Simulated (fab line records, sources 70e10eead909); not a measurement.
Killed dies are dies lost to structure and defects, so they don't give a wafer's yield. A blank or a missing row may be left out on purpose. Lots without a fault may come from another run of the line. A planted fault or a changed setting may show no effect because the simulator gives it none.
fab line records | flow nand_harc
record lots=5 wafers=15 last_day=24
route steps=1159 shown P_M0@282 P_M1@285
lots that met no fault: from a run of the same line without faults
start_h: hours from the record's first day to the start of the lot's first wafer shown | wait_h: hours since the lot's step before | " the same as in the row above | L1.1+2: a row that stands for several wafers | - no value, or no start given | * or withheld: withheld | < > ~ a bound
route shown NAME@n: a module of which the file shows steps, and the number in the route of the first | usual: mean/standard deviation of fault-free wafers | same: alike in all rows | chamber/n: place in a boat | sites: the reading at each site | _std_site: their standard deviation | _edge_site: outer sites' mean less inner sites' | radius_mm: how far each site lies from the wafer's centre | mask NAME#n: copy n | behind: the tool/chamber that last shaped the wafer | hold: why the lot was held/for how many hours/how that ended | device: the transistor (n, p or np) that didn't switch | end of line: the same wafers' tests at the end of the route | a step without rows: its recipe alone | killed: dies lost to structure and defects at the first sort, not the wafer's yield | map: a wafer's dies, x killed, . not, _ none there
set.NAME: the setting as run; set.NAME@STEP: as run at that earlier step | model.NAME: the simulator's own value behind a step, which no gauge read
lots at some steps of the route; a table a step, a row a wafer
services: from which hour (start_h, from the record's first day; less than 0 if before it) a tool's chamber was out of use, for how many hours, and why
## steps
# step NHARC_P_M0_INSPECT_27
# usual raw_defect_count=309/130
# columns lot.wafer tool chamber start_h wait_h raw_defect_count
L429.1 defect_inspect-01 - 124.58 0.0 252
L429.2 " - " " 334
L429.3 " - " " 283
L435.3 defect_inspect-02 - 162.96 0.0 538
L435.5 " - " " 410
L435.6 " - " " 424
L446.1 defect_inspect-01 - 237.75 0.0 308
L446.4 " - " " 190
L446.5 " - " " 175
L448.2 defect_inspect-01 - 244.36 0.0 344
L448.3 " - " " 269
L448.6 " - " " 347
L449.1 defect_inspect-01 - 249.07 0.0 189
L449.3 " - " " 148
L449.6 " - " " 345
# step NHARC_P_M0_PRE_CLEAN_31
# recipe time_s=12 temp_c=370 rf_power_w=300 gas=NH3
# usual heater_power_w=623/62
# columns lot.wafer tool chamber start_h wait_h heater_power_w since_wet_clean_h
L429.2 pecvd-03 1 124.65 0.1 645 0
L429.1 " 2 " " 575 0
L429.3 " 0 " " 630 0
L435.3 pecvd-01 1 163.78 0.8 647 95
L435.6 " 2 " " 704 -
L435.5 " 0 " " 633 -
L446.1 pecvd-02 1 237.82 0.1 628 72
L446.5 " 2 " " 518 -
L446.4 " 0 " " 627 -
L448.2 pecvd-02 1 244.59 0.2 581 78
L448.3 " 2 " " 562 78
L448.6 " 1 " " 586 -
L449.1 pecvd-02 0 249.49 0.4 635 83
L449.3 " 1 " " 679 83
L449.6 " 1 " " 661 -
# step NHARC_P_M0_DEP_32
# recipe target_thk_a=300 temp_c=370 target_thk_nm=30 pressure_torr=3 flow_sccm=200 rf_w=450 material=SiCN
# usual heater_power_w=559/56
# columns lot.wafer tool chamber start_h wait_h heater_power_w since_wet_clean_h
L429.2 pecvd-03 1 124.73 0.1 575 0
L429.1 " 2 " " 490 0
L429.3 " 0 " " 504 0
L435.3 pecvd-01 1 163.92 0.1 594 95
L435.6 " 2 " " 588 -
L435.5 " 0 " " 570 -
L446.1 pecvd-02 1 237.89 0.1 595 72
L446.5 " 2 " " 502 -
L446.4 " 0 " " 585 -
L448.2 pecvd-02 1 244.67 0.1 530 78
L448.3 " 2 " " 491 79
L448.6 " 1 " " 537 -
L449.1 pecvd-02 0 249.57 0.1 500 83
L449.3 " 1 " " 627 83
L449.6 " 1 " " 640 -
# step NHARC_P_M1_DEP_00
# recipe target_thk_a=1825 target_thk_nm=182.5 temp_c=withheld pressure_torr=5 flow_sccm=200 rf_w=600 material=SiOC
# step NHARC_P_M1_DEHYDRATE_01
# recipe temp_c=150 time_s=120
# step NHARC_P_M1_HMDS_02
# recipe time_s=30
# step NHARC_P_M1_COAT_34
# recipe temp_c=200 time_s=65
# step NHARC_P_M1_COAT_03
# recipe spin_rpm=1500 resist_thk_nm=90
# step NHARC_P_M1_SOFTBAKE_04
# recipe temp_c=105 time_s=55
# step NHARC_P_M1_EBR_05
# step NHARC_P_M1_EXPOSE_06
# recipe na=1.35 target_cd_nm=130 dose_mj=81.88 mask_id=P_M1
# step NHARC_P_M1_PEB_07
# recipe peb_temp_c=100 peb_time_s=65
# usual resist_line_temp_C=22.98/0.11
# columns lot.wafer tool chamber start_h wait_h resist_line_temp_C
L429.1 litho_track-06 0 126.02 0.1 22.94
L429.2 " 0 " " 22.97
L429.3 " 0 " " 23.11
L435.3 litho_track-04 0 165.04 0.0 23.03
L435.5 " 0 " " 23.08
L435.6 " 0 " " 23.11
L446.1 litho_track-06 0 239.22 0.1 22.91
L446.4 " 0 " " 23.10
L446.5 " 0 " " 22.98
L448.2 litho_track-04 0 245.83 0.1 22.96
L448.3 " 0 " " 23.07
L448.6 " 0 " " 22.98
L449.1 litho_track-01 0 250.73 0.1 22.97
L449.3 " 0 " " 23.04
L449.6 " 0 " " 23.07
# step NHARC_P_M1_DEVELOP_08
# recipe develop_time_s=35 dev_temp_c=23
# step NHARC_P_M1_CD_MEAS_09
# recipe target_cd_nm=130 landing_energy_ev=500
# usual cd_nm=129.8/0.72
# columns lot.wafer tool chamber start_h wait_h cd_nm
L429.1 cd_sem-02 0 126.10 - 130.6
L429.2 " 0 " " 130.0
L429.3 " 0 " " 129.7
L435.3 cd_sem-02 0 165.12 - 129.1
L435.5 " 0 " " 129.2
L435.6 " 0 " " 129.4
L446.1 cd_sem-03 0 239.30 - 130.0
L446.4 " 0 " " 137.2
L446.5 " 0 " " 135.0
L448.2 cd_sem-03 0 245.92 - 129.4
L448.3 " 0 " " 128.9
L448.6 " 0 " " 130.1
L449.1 cd_sem-02 0 250.81 - 129.0
L449.3 " 0 " " 129.4
L449.6 " 0 " " 128.9
# step NHARC_P_M1_OVL_MEAS_10
# recipe pitch_nm=260
# usual overlay_x_nm=0.0/0.84 overlay_y_nm=0.2/0.81
# columns lot.wafer tool chamber start_h wait_h overlay_x_nm overlay_y_nm
L429.1 overlay-01 - 126.19 - 1.5 1.2
L429.2 " - " " 1.7 1.5
L429.3 " - " " 1.7 1.2
L435.3 overlay-01 - 165.21 - -0.3 -0.2
L435.5 " - " " 0.0 -0.6
L435.6 " - " " 0.1 0.0
L446.1 overlay-01 - 239.39 - -1.1 0.9
L446.4 " - " " -0.8 0.8
L446.5 " - " " -1.0 0.9
L448.2 overlay-02 - 246.00 - 0.3 -0.2
L448.3 " - " " 0.1 0.0
L448.6 " - " " 0.5 0.0
L449.1 overlay-02 - 250.90 - 0.4 0.4
L449.3 " - " " 0.2 0.8
L449.6 " - " " 0.1 0.8
# step NHARC_P_M1_INSPECT_11
# usual raw_defect_count=4.0/2.2
# columns lot.wafer tool chamber start_h wait_h raw_defect_count
L429.1 defect_inspect-02 - 126.22 0.0 6
L429.2 " - " " 3
L429.3 " - " " 4
L435.3 defect_inspect-01 - 165.24 0.0 4
L435.5 " - " " 6
L435.6 " - " " 2
L446.1 defect_inspect-02 - 239.42 0.0 2
L446.4 " - " " 4
L446.5 " - " " 1
L448.2 defect_inspect-01 - 246.06 0.1 4
L448.3 " - " " 3
L448.6 " - " " 3
L449.1 defect_inspect-01 - 250.93 0.0 3
L449.3 " - " " 1
L449.6 " - " " 3
# step NHARC_P_M1_DESCUM_14
# recipe time_s=3 o2_flow_sccm=200 ar_flow_sccm=0 bias_power_w=0 chemistry=O2
# usual drypump_motor_current_A=5.8/0.5 oes_product_au=0.998/0.01 rf_vpp_V=57.7/0.86 showerhead_plenum_p_Torr=1.87/0.073 throttle_valve_pct=11.311/0.0087
# same bias_power_w=0
# columns lot.wafer tool chamber start_h wait_h drypump_motor_current_A oes_product_au rf_hours_counter_h rf_vpp_V showerhead_plenum_p_Torr throttle_valve_pct model.P_M1.cd_nm
L429.3 rie_diel-06 1 126.29 0.1 6.2 1.010 4.9 58.8 1.99 11.317 129.2
L429.2 " 2 " " 4.8 1.004 4.1 58.1 1.86 11.322 129.5
L429.1 " 3 " " 5.6 1.004 3.5 59.7 1.96 11.316 130.6
L435.3 rie_diel-06 0 165.31 0.1 6.3 0.987 6.4 58.4 1.89 11.321 129.7
L435.6 " 3 " " 5.6 1.009 - 57.9 1.96 11.314 129.9
L435.5 " 0 " " 6.3 0.997 - 57.5 1.89 11.314 129.5
L446.4 rie_diel-12 1 239.49 0.1 6.0 0.992 3.2 58.0 1.79 11.302 136.5
L446.1 " 2 " " 5.2 1.002 3.5 57.4 1.78 11.318 130
L446.5 " 1 " " 6.0 0.990 - 57.1 1.79 11.309 134.7
L448.3 rie_diel-07 1 246.13 0.1 6.5 1.000 0.1 57.8 1.83 11.311 129.5
L448.2 " 3 " " 5.9 0.997 0.2 56.8 1.81 11.306 128.6
L448.6 " 1 " " 6.5 1.006 - 59.4 1.83 11.308 130.3
L449.3 rie_diel-12 0 251.00 0.1 6.1 0.995 3.8 57.2 1.85 11.319 128.9
L449.1 " 1 " " 6.0 1.001 3.3 56.4 1.79 11.295 129
L449.6 " 0 " " 6.1 0.996 - 56.9 1.85 11.321 129
# step NHARC_P_M1_ETCH_35
# recipe target_depth_a=400 overetch_a=120 time_s=43.94 ion_energy_ev=200 n2_flow_sccm=150 h2_flow_sccm=150 ar_flow_sccm=0 rf_w=400 bias_w=150 chemistry=N2/H2
# usual drypump_motor_current_A=5.8/0.49 oes_product_au=0.995/0.0093 rf_vpp_V=429.2/2.4 showerhead_plenum_p_Torr=1.99/0.081 throttle_valve_pct=14.171/0.0098
# columns lot.wafer tool chamber start_h wait_h drypump_motor_current_A oes_product_au rf_hours_counter_h rf_vpp_V showerhead_plenum_p_Torr throttle_valve_pct
L429.3 rie_diel-06 1 126.37 0.1 6.2 1.001 4.9 433.9 2.13 14.169
L429.1 " 2 " " 4.8 1.001 4.1 429.6 1.98 14.185
L429.2 " 0 " " 6.3 0.992 4.2 430.4 2.02 14.174
L435.3 rie_diel-06 3 165.40 0.1 5.6 1.004 5.3 432.0 2.09 14.169
L435.5 " 0 " " 6.3 0.984 - 429.8 2.02 14.170
L435.6 " 1 " " 6.2 1.012 - 433.2 2.13 14.181
L446.1 rie_diel-12 0 239.57 0.1 6.1 0.991 2.5 429.3 1.97 14.188
L446.4 " 2 " " 5.2 0.998 3.5 428.6 1.90 14.156
L446.5 " 0 " " 6.1 0.995 - 427.7 1.97 14.163
L448.2 rie_diel-07 1 246.21 0.1 6.5 1.000 0.2 427.6 1.95 14.155
L448.3 " 2 " " 5.7 0.988 0.2 431.6 2.13 14.173
L448.6 " 0 " " 5.5 1.001 - 428.5 1.91 14.169
L449.1 rie_diel-12 1 251.09 0.1 6.0 1.010 3.3 426.7 1.90 14.157
L449.3 " 3 " " 5.2 0.995 3.9 431.7 2.03 14.168
L449.6 " 1 " " 6.0 0.997 - 424.9 1.90 14.158
# step NHARC_P_M1_ETCH_15
# recipe target_depth_a=1825 time_s=91.2 c4f8_flow_sccm=withheld ar_flow_sccm=400 rf_w=600 bias_w=300 chemistry=C4F8/Ar
# usual oes_product_au=0.957/0.018 rf_vpp_V=439.4/2.4
# columns lot.wafer tool chamber start_h wait_h oes_product_au rf_hours_counter_h rf_vpp_V
L429.2 rie_diel-06 3 - - 0.971 3.5 441.5
L429.3 " 0 " " 0.942 4.2 438.6
L429.1 " 1 " " 0.969 5.0 442.5
L435.3 rie_diel-06 0 - - 0.954 6.4 440.5
L435.5 " 0 " " 0.938 - 439.0
L435.6 " 1 " " 0.977 - 442.6
L446.1 rie_diel-12 3 - - 0.946 2.8 441.3
L446.4 " 0 " " 0.942 - 440.0
L446.5 " 2 " " 0.960 - 436.9
L448.2 rie_diel-07 0 - - 0.975 0.2 437.3
L448.3 " 1 " " 0.970 0.2 438.1
L448.6 " 2 " " 0.977 - 444.8
L449.3 rie_diel-12 2 - - 0.976 4.8 436.1
L449.1 " 3 " " 0.967 4.0 440.3
L449.6 " 3 " " 0.973 - 441.0
# step NHARC_P_M1_CD_MEAS_16
# usual cd_nm=129.5/0.84
# columns lot.wafer tool chamber start_h wait_h cd_nm
L429.1 cd_sem-03 - 126.59 - 130.7
L429.2 " - " " 130.0
L429.3 " - " " 129.1
L435.3 cd_sem-03 - 165.61 - 129.8
L435.5 " - " " 129.6
L435.6 " - " " 129.3
L446.1 cd_sem-02 - 239.81 - 129.5
L446.4 " - " " 137.1
L446.5 " - " " 134.5
L448.2 cd_sem-02 - 246.43 - 128.5
L448.3 " - " " 129.4
L448.6 " - " " 129.9
L449.1 cd_sem-01 - 251.30 - 128.4
L449.3 " - " " 127.8
L449.6 " - " " 128.5
# step NHARC_P_M1_STRIP_18
# recipe power_w=1000 n2_flow_sccm=150 h2_flow_sccm=150 ar_flow_sccm=0 bias_w=0 chemistry=N2/H2
# usual drypump_motor_current_A=5.7/0.5 oes_product_au=0.997/0.0099 rf_vpp_V=90.6/0.93 showerhead_plenum_p_Torr=1.99/0.079 throttle_valve_pct=14.172/0.0088
# columns lot.wafer tool chamber start_h wait_h drypump_motor_current_A oes_product_au rf_hours_counter_h rf_vpp_V showerhead_plenum_p_Torr throttle_valve_pct
L429.3 rie_diel-06 1 126.66 0.1 6.2 1.015 5 92.2 2.13 14.171
L429.2 " 2 " " 4.8 0.996 4 90.8 1.98 14.175
L429.1 " 3 " " 5.6 0.998 4 91.0 2.09 14.180
L435.3 rie_diel-07 0 165.76 0.1 5.5 1.002 2 89.6 1.91 14.172
L435.5 " 1 " " 6.5 1.014 - 90.4 1.95 14.170
L435.6 " 2 " " 5.7 0.988 - 91.5 2.13 14.159
L446.4 rie_diel-07 3 239.93 0.1 6.0 1.016 0 90.0 1.93 14.176
L446.1 " 0 " " 5.5 1.021 0 89.4 1.91 14.159
L446.5 " 2 " " 5.7 1.008 - 91.1 2.13 14.167
L448.3 rie_diel-12 0 246.53 0.1 6.1 0.994 3 91.4 1.97 14.162
L448.2 " 2 " " 5.2 1.003 4 91.2 1.90 14.169
L448.6 " 0 " " 6.1 1.002 - 89.8 1.97 14.177
L449.3 rie_diel-07 1 251.37 0.1 6.6 1.002 0 90.2 1.95 14.176
L449.1 " 0 " " 5.5 1.020 0 90.5 1.91 14.189
L449.6 " 2 " " 5.7 0.999 - 91.7 2.13 14.174
# step NHARC_P_M1_ETCH_28
# recipe target_depth_a=300 over_etch_frac=0.3 time_s=72.99 ion_energy_ev=150 cf4_flow_sccm=50 n2_flow_sccm=100 ar_flow_sccm=150 rf_w=300 bias_w=100 chemistry=CF4/N2
# usual drypump_motor_current_A=5.7/0.48 oes_product_au=0.997/0.0091 rf_vpp_V=313.1/1.9 showerhead_plenum_p_Torr=2.56/0.092 throttle_valve_pct=19.794/0.0093
# columns lot.wafer tool chamber start_h wait_h drypump_motor_current_A oes_product_au rf_hours_counter_h rf_vpp_V showerhead_plenum_p_Torr throttle_valve_pct model.P_M1.cd_nm
L429.1 rie_diel-06 3 - - 5.6 1.004 4 315.1 2.68 19.800 131.4
L429.3 " 0 " " 6.3 0.987 4 313.4 2.60 19.792 129.5
L429.2 " 2 " " 4.8 0.993 4 313.8 2.56 19.774 130.6
L435.3 rie_diel-07 1 - - 6.6 1.012 3 311.9 2.51 19.794 129.4
L435.6 " 1 " " 6.6 1.014 - 312.3 2.51 19.795 128.7
L435.5 " 2 " " 5.7 0.982 - 317.1 2.74 19.812 129.5
L446.4 rie_diel-07 0 - - 5.5 1.005 0 312.1 2.47 19.785 137.3
L446.1 " 1 " " 6.6 0.999 0 312.2 2.51 19.798 128.8
L446.5 " 0 " " 5.5 1.012 - 311.4 2.47 19.808 134.2
L448.3 rie_diel-12 0 - - 6.1 1.003 3 312.6 2.54 19.802 128.5
L448.2 " 3 " " 5.2 1.000 3 314.9 2.62 19.783 129.1
L448.6 " 2 " " 5.2 1.009 - 311.4 2.46 19.794 129.4
L449.1 rie_diel-07 3 - - 6.0 1.014 0 309.8 2.49 19.790 128.2
L449.3 " 2 " " 5.7 0.993 0 316.9 2.73 19.771 128
L449.6 " 3 " " 6.0 1.005 - 311.5 2.49 19.791 128.5
# step NHARC_P_M1_STRIP_19
# recipe time_s=600 temp_c=30 chemistry=post_etch_residue_remover
## services
# columns tool chamber start_h hours kind
pecvd-02 0 101.32 23.9 repair
rie_diel-07 0 109.20 - clean
rie_diel-07 1 109.20 - clean
rie_diel-07 2 109.20 - clean
pecvd-03 - 111.37 13.0 pm
litho_track-06 - 117.00 7.0 pm
litho_track-04 - 141.00 7.0 pm
rie_diel-12 - 143.37 0.6 repair
pecvd-02 - 153.24 13.0 pm
pecvd-01 - 164.88 0.4 repair
pecvd-02 - 170.52 0.4 repair
rie_diel-07 2 173.27 8.1 repair
rie_diel-12 - 202.56 9.0 pm
pecvd-02 0 207.03 5.3 repair
pecvd-02 - 211.36 0.4 repair
pecvd-01 - 215.71 0.7 repair
pecvd-01 - 218.99 0.6 repair
pecvd-01 0 224.78 8.1 repair
rie_diel-07 - 228.20 9.0 pm
pecvd-02 - 235.98 0.8 repair
pecvd-01 - 237.46 13.0 pm
rie_diel-12 1 239.65 10.6 repair
rie_diel-06 - 241.49 9.0 pm
rie_diel-12 3 241.92 3.9 repair
## key
first_sign step=NHARC_P_M1_CD_MEAS_09 reading=cd_nm direction=up sigmas=8.6 usual=129.8 struck=136.1
effect step=NHARC_P_M1_CD_MEAS_16 reading=cd_nm direction=up sigmas=7.4 usual=129.5 struck=135.8
model_effect step=NHARC_P_M1_DESCUM_14 value=P_M1.cd_nm without=130.1 struck=135.6
model_effect step=NHARC_P_M1_ETCH_28 value=P_M1.cd_nm without=130.3 struck=135.7
met_at NHARC_P_M1_PEB_07
struck_wafers L446.4,L446.5
onset_between 126.02 239.22
fault kind=process_parameter_drift tool=litho_track-06 chamber=- onset_h=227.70 steps=NHARC_P_M1_PEB_07 channel=peb_time_s offset=* shape=step end_h=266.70 scope=struck_wafers_only acts_in=* stated=*
